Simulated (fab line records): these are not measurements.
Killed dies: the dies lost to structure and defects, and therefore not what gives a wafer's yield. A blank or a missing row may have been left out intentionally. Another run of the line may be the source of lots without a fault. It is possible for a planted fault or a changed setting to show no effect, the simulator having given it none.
fab line records -- flow n5-finfet
record lots=7, wafers=39
route steps=1938 shown WELL_APT@33 DUMMY_GATE@228 SD_EPI_P@321 SD_ACTIVATION@330 HKMG_FIN@402
start-h: hours from the record's first day to the start of the lot's first wafer shown -- wait-h: hours from the lot's prior step to this one -- " repeats the value in the row above -- L1.1+2: a single row standing in for several wafers -- - either no value or no given start -- * or withheld: withheld -- < > ~ a bound
route shown NAME@n: names a module that has steps shown in the file, with the first one's number in the route -- usual: mean/standard deviation taken from wafers without a fault -- same: alike in all rows -- chamber/n: place in a boat -- sites: each site's reading -- _std_site: how widely they spread, as a standard deviation -- _edge_site: inner sites' mean taken away from outer sites' mean -- radius-mm: for every site, how far away it sits from the centre of the wafer -- mask NAME#n: copy n -- behind: the last tool/chamber to shape the wafer -- hold: why the lot went on hold/how many hours it stayed there/how the hold came to an end -- device: the transistor (n, p or np) that didn't switch -- end of line: tests of these same wafers at the route's end -- step lacking rows: just its recipe -- killed: not the wafer's yield, but the dies lost to structure and defects at the first sort -- map: a wafer's dies, x killed, . not, _ none there
set.NAME: the setting that was run; set.NAME@STEP: the one run at that earlier step -- model.NAME: the simulator's own value behind a step, which no gauge read
lots where settings were altered on purpose, with a table for each step and a row for each wafer
## steps
# step N5_WELL_APT_IMPLANT_15
# recipe species=As, energy-kev=25, dose-cm2=1.5e+13, tilt-deg=0, rotation-deg=0
lot.wafer,tool,chamber,start-h,wait-h,set.energy-kev,model.implant.rp-nm,model.implant.drp-nm
L082.1+3+6,implanter-02,0,62.09,0.1,21.55,16.39,7.619
L082.2+4+5,implanter-02,0,62.09,0.1,25,18.29,8.457
L083.4+5+6,implanter-02,0,68.82,0.1,25,18.51,8.457
L085.1+3+6,implanter-02,0,80.08,0.1,25,18.84,8.457
L085.2+4+5,implanter-02,0,80.08,0.1,27.86,20.43,9.138
L087.1+2+3+4+5+6,implanter-02,0,92.14,0.1,25,19.23,8.457
L095.1+3+4,implanter-02,0,140.27,0.1,23.73,18.21,8.151
L095.2+5+6,implanter-02,0,140.27,0.1,25,18.93,8.457
L096.1+2+3+4+5+6,implanter-01,0,146.47,0.1,25,18.85,8.457
L097.1+2+3+4+5+6,implanter-02,0,152.17,0.1,25,18.73,8.457
# step N5_DUMMY_GATE_EXPOSE_12
# recipe mask-id=GATE, na=0.33, source-shape=annular, sigma-inner=0.2, sigma-outer=0.6, polarization=unpolarized, target-cd-nm=25, dose-mj=34
lot.wafer,tool,chamber,start-h,wait-h,mask,set.dose-mj
L082.1+2+3+4+5+6,euv-scanner-01,0,95.86,-,GATE#0,34
L083.4+5+6,euv-scanner-01,0,99.90,-,GATE#0,34
L085.1+2+3,euv-scanner-01,0,112.29,-,GATE#0,34
L085.4+5+6,euv-scanner-01,0,112.29,-,GATE#0,32.45
L087.1+2+4,euv-scanner-01,0,124.50,-,GATE#0,36.69
L087.3+5+6,euv-scanner-01,0,124.50,-,GATE#0,34
L095.1+2+3+4+5+6,euv-scanner-01,0,176.16,-,GATE#0,34
L096.1+2+6,euv-scanner-02,0,178.59,-,GATE#0,35.51
L096.3+4+5,euv-scanner-02,0,178.59,-,GATE#0,34
L097.1+4+5,euv-scanner-02,0,185.69,-,GATE#0,34
L097.2+3+6,euv-scanner-02,0,185.69,-,GATE#0,35.06
# step N5_DUMMY_GATE_PEB_13
# recipe peb-temp-c=100, peb-time-s=60, resist=CAR-EUV
# step N5_DUMMY_GATE_DEVELOP_14
# recipe develop-time-s=30, developer=TMAH, resist=CAR-EUV, rinse-liquid=surfactant-rinse, dry=air-spin, dev-temp-c=23
# step N5_DUMMY_GATE_CD_MEAS_15
# recipe target-cd-nm=25.8, landing-energy-ev=500, detector=se-inlens
# usual cd-nm=25.10/0.24
lot.wafer,tool,chamber,start-h,wait-h,set.dose-mj@DUMMY_GATE_EXPOSE_12,cd-nm
L082.1,cd-sem-03,0,95.99,-,34,25.12
L082.2,cd-sem-03,0,95.99,-,34,25.24
L082.3,cd-sem-03,0,95.99,-,34,25.09
L082.4,cd-sem-03,0,95.99,-,34,25.63
L082.5,cd-sem-03,0,95.99,-,34,25.14
L082.6,cd-sem-03,0,95.99,-,34,25.16
L083.4,cd-sem-03,0,100.02,-,34,24.85
L083.5,cd-sem-03,0,100.02,-,34,25.08
L083.6,cd-sem-03,0,100.02,-,34,24.88
L085.1,cd-sem-03,0,112.42,-,34,24.94
L085.2,cd-sem-03,0,112.42,-,34,25.18
L085.3,cd-sem-03,0,112.42,-,34,25.56
L085.4,cd-sem-03,0,112.42,-,32.45,26.65
L085.5,cd-sem-03,0,112.42,-,32.45,26.32
L085.6,cd-sem-03,0,112.42,-,32.45,26.07
L087.1,cd-sem-01,0,124.62,-,36.69,23.62
L087.2,cd-sem-01,0,124.62,-,36.69,23.54
L087.3,cd-sem-01,0,124.62,-,34,24.99
L087.4,cd-sem-01,0,124.62,-,36.69,23.75
L087.5,cd-sem-01,0,124.62,-,34,24.98
L087.6,cd-sem-01,0,124.62,-,34,24.93
L095.1,cd-sem-01,0,176.29,-,34,24.86
L095.2,cd-sem-01,0,176.29,-,34,25.34
L095.3,cd-sem-01,0,176.29,-,34,24.66
L095.4,cd-sem-01,0,176.29,-,34,25.64
L095.5,cd-sem-01,0,176.29,-,34,24.91
L095.6,cd-sem-01,0,176.29,-,34,25.11
L096.1,cd-sem-03,0,178.71,-,35.51,24.10
L096.2,cd-sem-03,0,178.71,-,35.51,24.08
L096.3,cd-sem-03,0,178.71,-,34,25.07
L096.4,cd-sem-03,0,178.71,-,34,25.41
L096.5,cd-sem-03,0,178.71,-,34,24.94
L096.6,cd-sem-03,0,178.71,-,35.51,24.22
L097.1,cd-sem-03,0,185.82,-,34,24.80
L097.2,cd-sem-03,0,185.82,-,35.06,24.76
L097.3,cd-sem-03,0,185.82,-,35.06,24.83
L097.4,cd-sem-03,0,185.82,-,34,24.84
L097.5,cd-sem-03,0,185.82,-,34,24.75
L097.6,cd-sem-03,0,185.82,-,35.06,24.60
# step N5_DUMMY_GATE_ETCH_37
# recipe chemistry=N2/H2, target=SOC, target-depth-a=600, overetch-a=300, temp-c=40, ion-energy-ev=200, pressure-mtorr=30, source-w=840, bias-w=150, n2-flow-sccm=200, h2-flow-sccm=200
# usual rf-vpp-V=524.5/2.4
lot.wafer,tool,chamber,start-h,wait-h,set.source-w,rf-vpp-V,model.SiARC_of_DUMMY_GATE_COAT_35.thk-nm
L082.1,rie-diel-06,0,96.27,0.0,840,526.3,5
L082.2,rie-diel-06,1,96.27,0.0,970.6,497.5,4.4
L082.3,rie-diel-06,3,96.27,0.0,970.6,503.1,4.4
L082.4,rie-diel-06,2,96.27,0.0,840,524.5,5
L082.5,rie-diel-06,0,96.27,0.0,970.6,502.2,4.6
L082.6,rie-diel-06,3,96.27,0.0,840,528.2,4.8
L083.4,rie-diel-02,2,100.58,0.0,840,523.1,4.8
L083.5,rie-diel-02,0,100.58,0.0,840,523.6,5
L083.6,rie-diel-02,1,100.58,0.0,840,523.4,4.8
L085.1,rie-diel-06,3,112.70,0.0,964.7,505.3,4.6
L085.2,rie-diel-06,1,112.70,0.0,840,520.5,4.8
L085.3,rie-diel-06,2,112.70,0.0,964.7,499.7,4.6
L085.4,rie-diel-06,0,112.70,0.0,840,526.6,5
L085.5,rie-diel-06,1,112.70,0.0,964.7,499.4,4.4
L085.6,rie-diel-06,0,112.70,0.0,840,527.1,5
L087.1,rie-diel-06,3,124.90,0.0,840,528.4,4.8
L087.2,rie-diel-06,1,124.90,0.0,840,521.1,4.6
L087.3,rie-diel-06,0,124.90,0.0,840,526.8,5
L087.4,rie-diel-06,2,124.90,0.0,840,523.9,4.8
L087.5,rie-diel-06,3,124.90,0.0,840,528.6,4.8
L087.6,rie-diel-06,0,124.90,0.0,840,527.8,5
L095.1,rie-diel-06,1,176.56,0.0,840,520.7,4.8
L095.2,rie-diel-06,0,176.56,0.0,840,527.9,5
L095.3,rie-diel-06,2,176.56,0.0,840,524.9,5
L095.4,rie-diel-06,2,176.56,0.0,742.3,545.7,5.4
L095.5,rie-diel-06,0,176.56,0.0,742.3,548.6,5.4
L095.6,rie-diel-06,1,176.56,0.0,742.3,544.4,5.2
L096.1,rie-diel-02,1,178.99,0.0,741.1,546.7,5.2
L096.2,rie-diel-02,2,178.99,0.0,840,523.3,4.8
L096.3,rie-diel-02,0,178.99,0.0,741.1,543.8,5.4
L096.4,rie-diel-02,3,178.99,0.0,840,527.6,5
L096.5,rie-diel-02,2,178.99,0.0,840,521.5,4.8
L096.6,rie-diel-02,1,178.99,0.0,741.1,545.9,5.2
L097.1,rie-diel-04,2,186.09,0.0,840,521.4,5.2
L097.2,rie-diel-04,3,186.09,0.0,902.7,513.6,4.8
L097.3,rie-diel-04,1,186.09,0.0,840,522.9,5.2
L097.4,rie-diel-04,0,186.09,0.0,840,522.6,5
L097.5,rie-diel-04,3,186.09,0.0,902.7,515.3,5
L097.6,rie-diel-04,2,186.09,0.0,902.7,509.0,5
# step N5_SD_EPI_P_EPI_21
# recipe material=SiGe:B, dopant=B, temp-c=550, pressure-torr=20, ambient=H2, time-s=355
lot.wafer,tool,chamber,start-h,wait-h,set.epi-growth-time-s,model.SiGe-B_of_SD_EPI_P_EPI_21.thk-nm
L082.1,epi-rpcvd-02,0,104.54,0.1,355,62.4
L082.2,epi-rpcvd-02,0,104.54,0.1,355,61.8
L082.3,epi-rpcvd-02,0,104.54,0.1,317.7,57.2
L082.4,epi-rpcvd-02,0,104.54,0.1,355,63
L082.5,epi-rpcvd-02,0,104.54,0.1,317.7,57.8
L082.6,epi-rpcvd-02,0,104.54,0.1,317.7,57.4
L083.4,epi-rpcvd-03,0,110.20,1.1,355,60.8
L083.5,epi-rpcvd-03,0,110.20,1.1,355,60.2
L083.6,epi-rpcvd-03,0,110.20,1.1,355,59.6
L085.1,epi-rpcvd-02,0,121.30,0.2,355,61.8
L085.2+3,epi-rpcvd-02,0,121.30,0.2,355,61.4
L085.4,epi-rpcvd-02,0,121.30,0.2,355,62.2
L085.5,epi-rpcvd-02,0,121.30,0.2,355,61.6
L085.6,epi-rpcvd-02,0,121.30,0.2,355,62
L087.1,epi-rpcvd-02,0,136.66,0.1,329.2,58.8
L087.2,epi-rpcvd-02,0,136.66,0.1,329.2,58.6
L087.3,epi-rpcvd-02,0,136.66,0.1,329.2,58.4
L087.4,epi-rpcvd-02,0,136.66,0.1,355,61.8
L087.5+6,epi-rpcvd-02,0,136.66,0.1,355,61
L095.1,epi-rpcvd-01,0,184.86,0.1,355,61.8
L095.2,epi-rpcvd-01,0,184.86,0.1,355,62.2
L095.3,epi-rpcvd-01,0,184.86,0.1,383.3,65.2
L095.4,epi-rpcvd-01,0,184.86,0.1,355,61.6
L095.5,epi-rpcvd-01,0,184.86,0.1,383.3,65.4
L095.6,epi-rpcvd-01,0,184.86,0.1,383.3,65.6
L096.1,epi-rpcvd-02,0,188.36,0.1,355,60
L096.2,epi-rpcvd-02,0,188.36,0.1,323.4,56.6
L096.3+6,epi-rpcvd-02,0,188.36,0.1,323.4,57.4
L096.4,epi-rpcvd-02,0,188.36,0.1,355,60.4
L096.5,epi-rpcvd-02,0,188.36,0.1,355,60.2
L097.1,epi-rpcvd-01,0,197.77,0.3,355,60
L097.2,epi-rpcvd-01,0,197.77,0.3,355,61.2
L097.3+5,epi-rpcvd-01,0,197.77,0.3,355,60.8
L097.4,epi-rpcvd-01,0,197.77,0.3,355,62
L097.6,epi-rpcvd-01,0,200.97,3.2,355,60.2
# step N5_SD_EPI_P_EPI_MEAS_23
# recipe mode=xrd
# usual thk-nm=61.0/1.2
lot.wafer,tool,chamber,start-h,wait-h,set.epi-growth-time-s@SD_EPI_P_EPI_21,thk-nm
L082.1,film-metro-01,-,106.74,1.8,355,62.3
L082.2,film-metro-01,-,106.74,1.8,355,62.2
L082.3,film-metro-01,-,106.74,1.8,317.7,57.5
L082.4,film-metro-01,-,106.74,1.8,355,63.3
L082.5,film-metro-01,-,106.74,1.8,317.7,57.2
L082.6,film-metro-01,-,106.74,1.8,317.7,57.1
L083.4,film-metro-01,-,111.32,0.8,355,61.6
L083.5,film-metro-01,-,111.32,0.8,355,59.5
L083.6,film-metro-01,-,111.32,0.8,355,59.7
L085.1,film-metro-01,-,124.21,2.4,355,62.9
L085.2,film-metro-01,-,124.21,2.4,355,62.2
L085.3,film-metro-01,-,124.21,2.4,355,60.5
L085.4,film-metro-01,-,124.21,2.4,355,62.8
L085.5,film-metro-01,-,124.21,2.4,355,61.6
L085.6,film-metro-01,-,124.21,2.4,355,62.3
L087.1,film-metro-01,-,138.86,1.8,329.2,58.1
L087.2,film-metro-01,-,138.86,1.8,329.2,58.0
L087.3,film-metro-01,-,138.86,1.8,329.2,59.2
L087.4,film-metro-01,-,138.86,1.8,355,61.8
L087.5,film-metro-01,-,138.86,1.8,355,59.7
L087.6,film-metro-01,-,138.86,1.8,355,60.9
L095.1,film-metro-02,-,187.05,1.8,355,61.2
L095.2,film-metro-02,-,187.05,1.8,355,62.7
L095.3,film-metro-02,-,187.05,1.8,383.3,66.7
L095.4,film-metro-02,-,187.05,1.8,355,62.2
L095.5,film-metro-02,-,187.05,1.8,383.3,65.4
L095.6,film-metro-02,-,187.05,1.8,383.3,65.9
L096.1,film-metro-02,-,190.55,1.8,355,59.1
L096.2,film-metro-02,-,190.55,1.8,323.4,56.9
L096.3,film-metro-02,-,190.55,1.8,323.4,58.6
L096.4,film-metro-02,-,190.55,1.8,355,61.3
L096.5,film-metro-02,-,190.55,1.8,355,60.8
L096.6,film-metro-02,-,190.55,1.8,323.4,56.8
L097.1,film-metro-01,-,201.64,3.2,355,59.8
L097.2,film-metro-01,-,201.64,3.2,355,60.3
L097.3,film-metro-01,-,201.64,3.2,355,59.9
L097.4,film-metro-01,-,201.64,3.2,355,59.6
L097.5,film-metro-01,-,201.64,3.2,355,60.4
L097.6,film-metro-01,-,201.64,3.2,355,59.0
# step N5_SD_EPI_P_HM_STRIP_48
# recipe chemistry=H3PO4, temp-c=160, material=SiNx, target=SiNx, target-depth-a=30, overetch-fraction=0.3
lot.wafer,tool,chamber,start-h,wait-h,set.epi-growth-time-s@SD_EPI_P_EPI_21,model.SiGe-B_of_SD_EPI_P_EPI_21.thk-nm
L082.1,wet-bench-04,0,106.78,0.0,355,62
L082.2,wet-bench-04,7,106.78,0.0,355,61.6
L082.3,wet-bench-04,1,106.78,0.0,317.7,56.8
L082.4,wet-bench-04,6,106.78,0.0,355,62.6
L082.5,wet-bench-04,2,106.78,0.0,317.7,57.4
L082.6,wet-bench-04,5,106.78,0.0,317.7,57
L083.4,wet-bench-03,6,111.36,0.0,355,60.4
L083.5,wet-bench-03,5,111.36,0.0,355,59.8
L083.6,wet-bench-03,1,111.36,0.0,355,59.4
L085.1,wet-bench-04,0,124.25,0.0,355,61.4
L085.2+3+5,wet-bench-04,"3,7,1",124.25,0.0,355,61.2
L085.4,wet-bench-04,2,124.25,0.0,355,61.8
L085.6,wet-bench-04,6,124.25,0.0,355,61.6
L087.1+2,wet-bench-04,"7,4",138.90,0.0,329.2,58.4
L087.3,wet-bench-04,5,138.90,0.0,329.2,58.2
L087.4,wet-bench-04,0,138.90,0.0,355,61.4
L087.5,wet-bench-04,1,138.90,0.0,355,60.8
L087.6,wet-bench-04,6,138.90,0.0,355,60.6
L095.1+4,wet-bench-04,"6,3",187.09,0.0,355,61.4
L095.2,wet-bench-04,2,187.09,0.0,355,62
L095.3,wet-bench-04,5,187.09,0.0,383.3,65
L095.5,wet-bench-04,7,187.09,0.0,383.3,65.2
L095.6,wet-bench-04,4,187.09,0.0,383.3,65.4
L096.1,wet-bench-03,0,190.59,0.0,355,59.8
L096.2,wet-bench-03,6,190.59,0.0,323.4,56.4
L096.3,wet-bench-03,2,190.59,0.0,323.4,57
L096.4+5,wet-bench-03,"7,3",190.59,0.0,355,60
L096.6,wet-bench-03,1,190.59,0.0,323.4,57.2
L097.1+6,wet-bench-04,"6,3",201.68,0.0,355,59.8
L097.2,wet-bench-04,0,201.68,0.0,355,60.8
L097.3+5,wet-bench-04,"1,2",201.68,0.0,355,60.4
L097.4,wet-bench-04,7,201.68,0.0,355,61.6
# step N5_SD_EPI_P_SRD_49
# recipe dry=ipa-marangoni, time-s=30, temp-c=23, rinse-liquid=diw
# step N5_SD_EPI_P_PRECLEAN_24
# recipe chemistry=O3/DIW, time-s=45, temp-c=22, o3-ppm=10
# step N5_SD_ACTIVATION_RTA_00
# recipe temp-c=975, time-s=0, ambient=N2, idle-temp-c=600, ramp-up-c-per-s=150, ramp-down-c-per-s=60, cool-to-c=600
# step N5_SD_ACTIVATION_LSA_01
# recipe temp-c=1080, time-s=0.0008, ambient=N2
# step N5_SD_ACTIVATION_RS_MEAS_03
# recipe thk-meas-gauge=four-point-probe
# usual RS_SD_N=21.89/0.28, RS_SD_P=56.2/0.9
lot.wafer,tool,chamber,start-h,wait-h,set.epi-growth-time-s@SD_EPI_P_EPI_21,RS_SD_N[ohm/sq],RS_SD_P[ohm/sq]
L082.1,film-metro-02,-,107.34,0.2,355,21.37,54.2
L082.2,film-metro-02,-,107.34,0.2,355,21.63,54.3
L082.3,film-metro-02,-,107.34,0.2,317.7,21.74,58.8
L082.4,film-metro-02,-,107.34,0.2,355,22.22,53.7
L082.5,film-metro-02,-,107.34,0.2,317.7,21.70,57.8
L082.6,film-metro-02,-,107.34,0.2,317.7,22.02,58.3
L083.4,film-metro-01,-,112.00,0.1,355,21.49,56.2
L083.5,film-metro-01,-,112.00,0.1,355,21.23,56.7
L083.6,film-metro-01,-,112.00,0.1,355,21.55,57.5
L085.1,film-metro-01,-,124.94,0.2,355,21.40,56.1
L085.2,film-metro-01,-,124.94,0.2,355,21.75,56.2
L085.3,film-metro-01,-,124.94,0.2,355,21.67,55.9
L085.4,film-metro-01,-,124.94,0.2,355,21.93,55.1
L085.5,film-metro-01,-,124.94,0.2,355,21.66,56.4
L085.6,film-metro-01,-,124.94,0.2,355,21.96,55.7
L087.1,film-metro-02,-,139.58,0.2,329.2,21.68,58.2
L087.2,film-metro-02,-,139.58,0.2,329.2,21.63,58.5
L087.3,film-metro-02,-,139.58,0.2,329.2,21.68,59.0
L087.4,film-metro-02,-,139.58,0.2,355,21.51,55.4
L087.5,film-metro-02,-,139.58,0.2,355,21.74,56.5
L087.6,film-metro-02,-,139.58,0.2,355,21.95,56.0
L095.1,film-metro-01,-,187.66,0.2,355,22.21,55.6
L095.2,film-metro-01,-,187.66,0.2,355,22.47,55.4
L095.3,film-metro-01,-,187.66,0.2,383.3,21.89,53.3
L095.4,film-metro-01,-,187.66,0.2,355,21.82,56.5
L095.5,film-metro-01,-,187.66,0.2,383.3,22.03,52.5
L095.6,film-metro-01,-,187.66,0.2,383.3,22.02,52.3
L096.1,film-metro-01,-,191.16,0.2,355,22.17,57.0
L096.2,film-metro-01,-,191.16,0.2,323.4,21.77,60.4
L096.3,film-metro-01,-,191.16,0.2,323.4,21.68,59.2
L096.4,film-metro-01,-,191.16,0.2,355,21.60,56.4
L096.5,film-metro-01,-,191.16,0.2,355,22.14,56.5
L096.6,film-metro-01,-,191.16,0.2,323.4,21.76,59.7
L097.1,film-metro-02,-,202.25,0.2,355,21.69,56.8
L097.2,film-metro-02,-,202.25,0.2,355,21.87,55.3
L097.3,film-metro-02,-,202.25,0.2,355,21.90,55.4
L097.4,film-metro-02,-,202.25,0.2,355,22.03,54.8
L097.5,film-metro-02,-,202.25,0.2,355,21.83,56.1
L097.6,film-metro-02,-,202.25,0.2,355,21.76,56.3
# step N5_HKMG_FIN_ETCH_54
# recipe chemistry=CF4, target=SiARC, target-depth-a=455, mask-material=CAR-ArF, time-s=75.8, ion-energy-ev=80, pressure-mtorr=40, source-w=545, bias-w=36, Ar_flow_sccm=100, cf4-flow-sccm=100, ends=cleared
# usual rf-vpp-V=184.2/1.2
lot.wafer,tool,chamber,start-h,wait-h,set.bias-w,rf-vpp-V
L082.1,rie-diel-05,1,121.19,0.0,36,183.5
L082.2,rie-diel-05,3,121.19,0.0,36,183.8
L082.3,rie-diel-05,2,121.19,0.0,36,183.7
L082.4,rie-diel-05,0,121.19,0.0,33.74,176.2
L082.5,rie-diel-05,3,121.19,0.0,33.74,175.7
L082.6,rie-diel-05,0,121.19,0.0,33.74,176.2
L083.4,rie-diel-01,3,126.71,0.0,36,184.7
L083.5,rie-diel-01,0,126.71,0.0,36,183.8
L083.6,rie-diel-01,2,126.71,0.0,36,183.2
L085.1,rie-diel-01,2,138.00,0.0,36,184.0
L085.2,rie-diel-01,1,138.00,0.0,36,184.1
L085.3,rie-diel-01,0,138.00,0.0,38.89,194.6
L085.4,rie-diel-01,3,138.00,0.0,36,185.1
L085.5,rie-diel-01,2,138.00,0.0,38.89,192.8
L085.6,rie-diel-01,1,138.00,0.0,38.89,194.9
L087.1,rie-diel-03,3,153.68,0.0,40.68,200.6
L087.2,rie-diel-03,2,153.68,0.0,36,185.7
L087.3,rie-diel-03,0,153.68,0.0,40.68,198.6
L087.4,rie-diel-03,1,153.68,0.0,36,181.9
L087.5,rie-diel-03,3,153.68,0.0,36,185.0
L087.6,rie-diel-03,2,153.68,0.0,40.68,200.3
L095.1,rie-diel-03,0,200.87,0.0,36,182.9
L095.2,rie-diel-03,1,200.87,0.0,36,185.3
L095.3,rie-diel-03,2,200.87,0.0,32.36,173.8
L095.4,rie-diel-03,3,200.87,0.0,32.36,173.3
L095.5,rie-diel-03,0,200.87,0.0,36,181.6
L095.6,rie-diel-03,1,200.87,0.0,32.36,172.7
L096.1,rie-diel-05,0,203.92,0.0,29.62,162.5
L096.2,rie-diel-05,1,203.92,0.0,36,182.8
L096.3,rie-diel-05,3,203.92,0.0,29.62,159.8
L096.4,rie-diel-05,2,203.92,0.0,29.62,161.7
L096.5,rie-diel-05,3,203.92,0.0,36,184.7
L096.6,rie-diel-05,0,203.92,0.0,36,184.6
L097.1,rie-diel-05,3,215.05,0.0,40.18,197.7
L097.2,rie-diel-05,0,215.05,0.0,36,185.3
L097.3,rie-diel-05,1,215.05,0.0,40.18,196.3
L097.4,rie-diel-05,2,215.05,0.0,36,183.6
L097.5,rie-diel-05,3,215.05,0.0,40.18,198.2
L097.6,rie-diel-05,2,215.05,0.0,36,184.1
## key
split step=N5_WELL_APT_IMPLANT_15, setting=energy-kev, stated=25, by=wafer
response step=N5_WELL_APT_IMPLANT_15, reading=model.implant.rp-nm, change=+0.139, per=1%, r=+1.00
response step=N5_WELL_APT_IMPLANT_15, reading=model.implant.drp-nm, change=+0.0602, per=1%, r=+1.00
split step=N5_DUMMY_GATE_EXPOSE_12, setting=dose-mj, stated=34, by=wafer
response step=N5_DUMMY_GATE_CD_MEAS_15, reading=cd-nm, change=-0.18, per=1%, r=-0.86
split step=N5_DUMMY_GATE_ETCH_37, setting=source-w, stated=840, by=wafer
response step=N5_DUMMY_GATE_ETCH_37, reading=rf-vpp-V, change=-1.66, per=1%, r=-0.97
response step=N5_DUMMY_GATE_ETCH_37, reading=model.SiARC_of_DUMMY_GATE_COAT_35.thk-nm, change=-0.0304, per=1%, r=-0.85
split step=N5_SD_EPI_P_EPI_21, setting=epi-growth-time-s, stated=355, by=wafer
response step=N5_SD_EPI_P_EPI_21, reading=model.SiGe-B_of_SD_EPI_P_EPI_21.thk-nm, change=+0.414, per=1%, r=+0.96
response step=N5_SD_EPI_P_EPI_MEAS_23, reading=thk-nm, change=*, per=1%, r=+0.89
response step=N5_SD_EPI_P_HM_STRIP_48, reading=model.SiGe-B_of_SD_EPI_P_EPI_21.thk-nm, change=+0.416, per=1%, r=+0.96
response step=N5_SD_ACTIVATION_RS_MEAS_03, reading=RS_SD_P, change=-0.38, per=1%, r=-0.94
split step=N5_HKMG_FIN_ETCH_54, setting=bias-w, stated=36, by=wafer
response step=N5_HKMG_FIN_ETCH_54, reading=rf-vpp-V, change=+1.19, per=1%, r=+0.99
